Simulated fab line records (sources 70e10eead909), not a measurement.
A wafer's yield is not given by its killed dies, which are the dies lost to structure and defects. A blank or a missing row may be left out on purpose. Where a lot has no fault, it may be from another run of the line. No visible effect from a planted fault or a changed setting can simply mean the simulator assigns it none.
Which of the tools did it? | flow nand-harc | 72 wafers from 24 lots sampled at 6 of the route's 1302 steps

WHAT THE GAUGES READ, wafer by wafer
NHARC_P_ZERO_WELL_CD_MEAS_11: target cd 500 nm.
lot  | measured     | on        | cd-nm (nm)
L074 | day 1 21:15  | cd-sem-01 | 498.6 498.4 499.0
L075 | day 2 07:16  | cd-sem-01 | 497.4 497.0 495.3
L076 | day 2 17:15  | cd-sem-03 | 498.7 497.6 496.9
L077 | day 3 03:18  | cd-sem-03 | 497.4 498.0 498.3
L078 | day 3 13:08  | cd-sem-01 | 499.0 495.6 495.0
L079 | day 3 23:16  | cd-sem-01 | 498.8 498.1 498.6
L080 | day 4 09:14  | cd-sem-01 | 499.5 497.7 498.3
L081 | day 4 19:19  | cd-sem-03 | 499.8 498.1 497.5
L082 | day 5 05:15  | cd-sem-03 | 499.5 499.6 499.7
L083 | day 5 15:14  | cd-sem-01 | 500.3 500.1 498.4
L084 | day 6 01:15  | cd-sem-02 | 498.9 497.0 496.3
L085 | day 6 11:16  | cd-sem-01 | 496.4 501.2 497.4
L086 | day 6 21:19  | cd-sem-01 | 497.7 499.6 501.2
L087 | day 7 07:14  | cd-sem-03 | 497.0 500.3 501.4
L088 | day 7 17:07  | cd-sem-03 | 498.1 500.0 499.5
L089 | day 8 03:16  | cd-sem-02 | 498.6 498.6 500.5
L090 | day 8 13:15  | cd-sem-03 | 499.4 501.5 500.7
L091 | day 8 23:07  | cd-sem-02 | 500.3 500.5 501.1
L092 | day 9 09:14  | cd-sem-02 | 498.1 495.2 499.6
L093 | day 9 19:15  | cd-sem-03 | 498.1 497.9 499.4
L094 | day 10 05:26 | cd-sem-03 | 498.6 498.6 498.4
L095 | day 10 15:07 | cd-sem-01 | 497.3 494.7 498.9
L096 | day 11 01:08 | cd-sem-02 | 498.8 497.3 498.4
L097 | day 11 11:15 | cd-sem-03 | 498.1 499.4 498.7

NHARC_P_STI_OCD_MEAS_43.
lot  | measured     | on     | trench-depth-nm (nm) | trench-foot-cd-nm (nm)
L074 | day 2 20:13  | ocd-01 | 298 305 304          | 157.7 155.1 158.1
L075 | day 3 09:27  | ocd-02 | 295 298 303          | 158.3 158.7 160.4
L076 | day 3 15:32  | ocd-02 | 291 302 292          | 160.3 156.9 158.1
L077 | day 4 02:53  | ocd-02 | 295 298 298          | 159.6 158.8 155.3
L078 | day 4 13:06  | ocd-01 | 291 298 302          | 158.7 154.5 157.0
L079 | day 4 22:20  | ocd-02 | 291 294 297          | 156.9 156.5 154.0
L080 | day 5 07:32  | ocd-01 | 295 292 295          | 152.3 155.8 154.8
L081 | day 5 18:35  | ocd-02 | 297 293 296          | 156.8 155.1 152.1
L082 | day 6 05:14  | ocd-01 | 294 303 298          | 157.4 159.9 157.3
L083 | day 6 14:39  | ocd-01 | 299 295 297          | 157.4 155.3 157.7
L084 | day 6 23:59  | ocd-01 | 307 300 303          | 159.8 158.4 158.8
L085 | day 7 09:30  | ocd-01 | 295 295 293          | 157.3 157.8 157.5
L086 | day 7 20:01  | ocd-01 | 295 295 296          | 156.3 158.6 154.7
L087 | day 8 06:07  | ocd-01 | 298 297 291          | 157.6 159.5 159.5
L088 | day 8 15:58  | ocd-01 | 298 302 296          | 156.5 155.5 155.9
L089 | day 9 01:43  | ocd-01 | 293 295 294          | 159.1 162.0 158.9
L090 | day 9 11:32  | ocd-01 | 297 292 297          | 160.5 159.9 162.7
L091 | day 9 21:58  | ocd-01 | 302 291 294          | 158.2 157.1 156.3
L092 | day 10 08:26 | ocd-01 | 298 299 296          | 157.7 158.6 159.9
L093 | day 10 18:17 | ocd-01 | 303 299 301          | 159.6 155.7 156.0
L094 | day 11 04:58 | ocd-02 | 298 293 301          | 158.7 153.6 154.6
L095 | day 11 13:53 | ocd-02 | 297 305 293          | 155.7 156.3 160.7
L096 | day 12 00:12 | ocd-02 | 299 291 297          | 160.6 160.6 158.9
L097 | day 12 09:38 | ocd-02 | 295 304 298          | 161.2 157.4 161.6

NHARC_P_GATE_CD_MEAS_91: target cd 2000 nm.
lot  | measured     | on        | cd-nm (nm)
L074 | day 5 13:03  | cd-sem-02 | 2002.0 2000.1 1999.4
L075 | day 6 02:32  | cd-sem-03 | 2002.5 2002.1 2005.1
L076 | day 6 07:55  | cd-sem-02 | 1997.5 1999.6 2000.9
L077 | day 6 17:53  | cd-sem-01 | 1999.7 1999.5 2001.0
L078 | day 9 21:29  | cd-sem-01 | 2001.5 1999.7 2000.8
L079 | day 10 09:26 | cd-sem-03 | 2004.1 2000.9 2000.9
L080 | day 10 03:50 | cd-sem-02 | 2002.8 2005.1 2002.6
L081 | day 9 20:41  | cd-sem-03 | 2000.6 1999.4 2000.9
L082 | day 9 20:10  | cd-sem-01 | 2001.1 2001.6 2002.1
L083 | day 10 03:01 | cd-sem-03 | 1996.6 2000.0 1998.6
L084 | day 10 04:08 | cd-sem-03 | 2000.6 2000.1 2002.7
L085 | day 10 12:21 | cd-sem-03 | 1997.5 1999.1 1996.8
L086 | day 10 15:58 | cd-sem-02 | 1999.5 2002.3 2000.1
L087 | day 11 13:59 | cd-sem-02 | 2000.1 2002.4 2001.2
L088 | day 11 15:12 | cd-sem-02 | 2000.4 2003.7 2001.5
L089 | day 11 18:33 | cd-sem-03 | 2000.4 2001.3 1999.6
L090 | day 12 07:13 | cd-sem-03 | 2002.8 2002.4 2004.3
L091 | day 12 13:59 | cd-sem-02 | 2000.4 2000.1 2000.4
L092 | day 13 08:23 | cd-sem-03 | 1998.7 2000.0 1998.7
L093 | day 13 10:17 | cd-sem-02 | 1999.9 1998.8 1998.3
L094 | day 13 21:37 | cd-sem-02 | 2000.4 2002.1 1997.2
L095 | day 14 17:34 | cd-sem-01 | 2003.1 2003.8 2000.8
L096 | day 14 23:44 | cd-sem-02 | 2001.6 2000.2 2000.2
L097 | day 15 04:55 | cd-sem-03 | 1998.3 2002.6 2000.8

TOOL THAT RAN EACH LOT (tool first, then ch and the chambers of the sampled wafers, then the start)
lot  | NHARC_P_ZERO_WELL_DESCUM_54        | NHARC_P_GATE_DESCUM_48             | NHARC_P_GATE_STRIP_75
L074 | rie-diel-10 ch 2,3, day 2 01:54    | rie-diel-11 ch 0,1,3, day 5 09:47  | plasma-asher-01 ch 0,1, day 5 10:26
L075 | rie-diel-06 ch 0,2,3, day 2 11:50  | rie-diel-11 ch 0,1,2, day 5 23:22  | plasma-asher-02 ch 0,1, day 6 00:02
L076 | rie-diel-10 ch 0,2,3, day 2 22:02  | rie-diel-11 ch 2,3, day 6 04:37    | plasma-asher-01 ch 0,1, day 6 05:16
L077 | rie-diel-10 ch 2,3, day 3 08:11    | rie-diel-05 ch 1,2, day 6 14:34    | plasma-asher-01 ch 0,1, day 6 15:14
L078 | rie-diel-01 ch 0,2,3, day 3 17:55  | rie-diel-05 ch 0,1,3, day 9 18:11  | plasma-asher-02 ch 0,1, day 9 18:52
L079 | rie-diel-10 ch 1,3, day 4 03:58    | rie-diel-09 ch 0,3, day 10 06:07   | plasma-asher-02 ch 0,1, day 10 06:49
L080 | rie-diel-01 ch 1,2,3, day 4 14:13  | rie-diel-09 ch 1,2,3, day 10 00:22 | plasma-asher-02 ch 0,1, day 10 01:04
L081 | rie-diel-06 ch 1,2,3, day 5 00:06  | rie-diel-09 ch 1,2, day 9 17:22    | plasma-asher-02 ch 0,1, day 9 18:02
L082 | rie-diel-01 ch 1,2, day 5 10:02    | rie-diel-05 ch 0,2,3, day 9 16:49  | plasma-asher-01 ch 0,1, day 9 17:30
L083 | rie-diel-06 ch 0,1,3, day 5 19:39  | rie-diel-05 ch 0,2,3, day 9 23:43  | plasma-asher-01 ch 0,1, day 10 00:23
L084 | rie-diel-01 ch 0,1, day 6 06:01    | rie-diel-11 ch 0,1,3, day 10 00:49 | plasma-asher-01 ch 0,1, day 10 01:29
L085 | rie-diel-01 ch 0,1,2, day 6 16:01  | rie-diel-05 ch 0,1,3, day 10 09:04 | plasma-asher-02 ch 0,1, day 10 09:44
L086 | rie-diel-06 ch 0,1,2, day 7 01:52  | rie-diel-11 ch 0,2,3, day 10 12:39 | plasma-asher-01 ch 0,1, day 10 13:20
L087 | rie-diel-01 ch 0,1, day 7 11:54    | rie-diel-05 ch 0,2,3, day 11 10:31 | plasma-asher-01 ch 0,1, day 11 11:10
L088 | rie-diel-06 ch 1,2, day 7 21:48    | rie-diel-05 ch 2,3, day 11 11:46   | plasma-asher-01 ch 0,1, day 11 12:43
L089 | rie-diel-06 ch 0,1,2, day 8 08:00  | rie-diel-09 ch 1,2, day 11 15:00   | plasma-asher-01 ch 0,1, day 11 15:45
L090 | rie-diel-06 ch 1,2, day 8 17:55    | rie-diel-11 ch 0,1,3, day 12 03:53 | plasma-asher-01 ch 1, day 12 04:33
L091 | rie-diel-06 ch 0,2,3, day 9 03:56  | rie-diel-05 ch 2,3, day 12 10:40   | plasma-asher-02 ch 0,1, day 12 11:22
L092 | rie-diel-06 ch 0,2,3, day 9 14:19  | rie-diel-09 ch 2,3, day 13 05:06   | plasma-asher-02 ch 0,1, day 13 05:46
L093 | rie-diel-10 ch 0,1, day 9 23:58    | rie-diel-11 ch 2,3, day 13 06:49   | plasma-asher-02 ch 0,1, day 13 07:36
L094 | rie-diel-01 ch 0,1,2, day 10 09:59 | rie-diel-09 ch 1,2,3, day 13 18:16 | plasma-asher-01 ch 0,1, day 13 18:57
L095 | rie-diel-10 ch 1,2, day 10 19:49   | rie-diel-05 ch 0,1,2, day 14 14:21 | plasma-asher-01 ch 0,1, day 14 15:01
L096 | rie-diel-01 ch 0,1,3, day 11 06:05 | rie-diel-05 ch 0,3, day 14 20:29   | plasma-asher-02 ch 0,1, day 14 21:11
L097 | rie-diel-06 ch 0,1,2, day 11 16:04 | rie-diel-09 ch 0,1,2, day 15 01:50 | plasma-asher-01 ch 0,1, day 15 02:28
- NHARC_P_ZERO_WELL_DESCUM_54: chemistry O2, time 3 s.
- NHARC_P_GATE_DESCUM_48: chemistry O2, time 3 s.
- NHARC_P_GATE_STRIP_75: strips in O2.

WHAT THE TOOLS THEMSELVES READ (means of the sampled wafers that have a number; where no wafer has one, the mark that the record gives instead)
NHARC_P_ZERO_WELL_DESCUM_54.
lot  | tool        | drypump-motor-current-A (A) | oes-product-au (a.u.) | rf-vpp-V (V) | showerhead-plenum-p-Torr (Torr) | throttle-valve-pct (%)
L074 | rie-diel-10 | 5.3                         | 1.014                 | 57.8         | 1.99                            | 11.315
L075 | rie-diel-06 | 6.0                         | 0.997                 | 56.9         | 1.88                            | 11.318
L076 | rie-diel-10 | 5.2                         | 1.016                 | 57.9         | 1.94                            | 11.305
L077 | rie-diel-10 | 5.3                         | 1.009                 | 57.8         | 1.99                            | 11.323
L078 | rie-diel-01 | 5.9                         | 1.004                 | 58.4         | 1.95                            | 11.314
L079 | rie-diel-10 | 5.5                         | 0.997                 | 58.7         | 1.98                            | 11.321
L080 | rie-diel-01 | 5.8                         | 1.013                 | 58.3         | 1.90                            | 11.312
L081 | rie-diel-06 | 5.9                         | 1.000                 | 57.9         | 1.90                            | 11.314
L082 | rie-diel-01 | 5.3                         | 1.007                 | 57.4         | 1.90                            | 11.322
L083 | rie-diel-06 | 6.1                         | 0.992                 | 58.4         | 1.92                            | 11.305
L084 | rie-diel-01 | 6.5                         | 1.001                 | 57.9         | 1.90                            | 11.313
L085 | rie-diel-01 | 5.9                         | 0.998                 | 56.4         | 1.92                            | 11.309
L086 | rie-diel-06 | 6.3                         | 0.998                 | 57.6         | 1.89                            | 11.300
L087 | rie-diel-01 | 6.5                         | 0.996                 | 57.5         | 1.95                            | 11.305
L088 | rie-diel-06 | 6.0                         | 0.992                 | 58.1         | 1.87                            | 11.312
L089 | rie-diel-06 | 6.3                         | 1.000                 | 57.7         | 1.89                            | 11.304
L090 | rie-diel-06 | 6.0                         | 0.996                 | 57.5         | 1.86                            | 11.315
L091 | rie-diel-06 | 6.0                         | 0.994                 | 57.1         | 1.87                            | 11.308
L092 | rie-diel-06 | 6.1                         | 0.993                 | 57.9         | 1.86                            | 11.314
L093 | rie-diel-10 | 5.7                         | 1.005                 | 57.0         | 1.83                            | 11.315
L094 | rie-diel-01 | 6.0                         | 1.006                 | 58.2         | 1.92                            | 11.320
L095 | rie-diel-10 | 5.3                         | 1.005                 | 57.2         | 1.83                            | 11.317
L096 | rie-diel-01 | 6.4                         | 1.006                 | 58.3         | 1.91                            | 11.320
L097 | rie-diel-06 | 6.3                         | 0.996                 | 57.0         | 1.88                            | 11.323

NHARC_P_GATE_DESCUM_48.
lot  | tool        | drypump-motor-current-A (A) | oes-product-au (a.u.) | rf-vpp-V (V) | showerhead-plenum-p-Torr (Torr) | throttle-valve-pct (%)
L074 | rie-diel-11 | 5.9                         | 0.994                 | 57.5         | 1.93                            | 11.306
L075 | rie-diel-11 | 5.6                         | 0.985                 | 57.4         | 1.88                            | 11.298
L076 | rie-diel-11 | 5.7                         | 0.998                 | 57.9         | 1.93                            | 11.308
L077 | rie-diel-05 | 5.4                         | 1.015                 | 57.7         | 1.93                            | 11.308
L078 | rie-diel-05 | 5.9                         | 1.004                 | 58.2         | 1.90                            | 11.315
L079 | rie-diel-09 | 6.4                         | 1.001                 | 56.9         | 1.85                            | 11.305
L080 | rie-diel-09 | 6.0                         | 0.995                 | 56.8         | 1.90                            | 11.320
L081 | rie-diel-09 | 5.6                         | 1.013                 | 57.9         | 1.90                            | 11.317
L082 | rie-diel-05 | 5.7                         | 1.003                 | 58.2         | 1.88                            | 11.305
L083 | rie-diel-05 | 5.7                         | 1.007                 | 57.9         | 1.88                            | 11.310
L084 | rie-diel-11 | 5.9                         | 0.999                 | 57.1         | 1.92                            | 11.311
L085 | rie-diel-05 | 5.9                         | 1.004                 | 57.4         | 1.90                            | 11.312
L086 | rie-diel-11 | 5.8                         | 0.999                 | 56.9         | 1.95                            | 11.305
L087 | rie-diel-05 | 5.7                         | 0.995                 | 58.8         | 1.88                            | 11.303
L088 | rie-diel-05 | 5.3                         | 0.999                 | 57.5         | 1.86                            | 11.314
L089 | rie-diel-09 | 5.9                         | 0.982                 | 57.2         | 1.92                            | 11.315
L090 | rie-diel-11 | 5.8                         | 1.000                 | 58.3         | 1.92                            | 11.310
L091 | rie-diel-05 | 5.4                         | 1.006                 | 58.2         | 1.86                            | 11.311
L092 | rie-diel-09 | 6.4                         | 0.995                 | 57.6         | 1.91                            | 11.309
L093 | rie-diel-11 | 5.7                         | 0.980                 | 58.1         | 1.92                            | 11.315
L094 | rie-diel-09 | 6.0                         | 0.997                 | 58.5         | 1.90                            | 11.314
L095 | rie-diel-05 | 5.5                         | 1.000                 | 58.0         | 1.93                            | 11.307
L096 | rie-diel-05 | 6.1                         | 0.997                 | 57.1         | 1.85                            | 11.318
L097 | rie-diel-09 | 5.9                         | 1.002                 | 57.5         | 1.87                            | 11.306

NHARC_P_GATE_STRIP_75.
lot  | tool            | drypump-motor-current-A (A) | heater-power-w (W)
L074 | plasma-asher-01 | 6.08                        | 348
L075 | plasma-asher-02 | 5.61                        | 365
L076 | plasma-asher-01 | 5.94                        | 331
L077 | plasma-asher-01 | 6.09                        | 345
L078 | plasma-asher-02 | 5.59                        | 364
L079 | plasma-asher-02 | 5.61                        | 368
L080 | plasma-asher-02 | 5.56                        | 363
L081 | plasma-asher-02 | 5.56                        | 359
L082 | plasma-asher-01 | 5.94                        | 315
L083 | plasma-asher-01 | 5.96                        | 313
L084 | plasma-asher-01 | 5.93                        | 312
L085 | plasma-asher-02 | 5.60                        | 368
L086 | plasma-asher-01 | 6.10                        | 326
L087 | plasma-asher-01 | 5.94                        | 314
L088 | plasma-asher-01 | 6.09                        | 326
L089 | plasma-asher-01 | 5.94                        | 311
L090 | plasma-asher-01 | 6.27                        | 334
L091 | plasma-asher-02 | 5.57                        | 336
L092 | plasma-asher-02 | 5.57                        | 338
L093 | plasma-asher-02 | 5.55                        | 340
L094 | plasma-asher-01 | 5.93                        | 309
L095 | plasma-asher-01 | 6.08                        | 325
L096 | plasma-asher-02 | 5.61                        | 339
L097 | plasma-asher-01 | 6.11                        | 328

THE ANSWER, worked out from the rows above alone
Rule: what is usual is taken from the lots themselves. Put in order of their means at a reading, lots are off if they are a third of the lots or fewer, leave a main group of 4 or more, and stand apart from it by a gap of 3 or more times the standard deviation of the main group's means; of several such gaps the widest counts. A main group whose means are all the same, to the digits that the tables above print for the reading, isn't used. A lot without any number at a reading at which 4 lots or more have one is off too. All remaining lots with rows at the step are treated as sound. The gauges are gone through in route order, then the tools' own readings, and for those a lot's mean is taken as printed above. At the first step where some lot is off, the reading lying furthest off is the one used; lots without a number count as furthest.
No lot is off on any of the readings shown, so nothing can be concluded from this.

WHAT HAD BEEN PUT IN BY THE SIMULATOR
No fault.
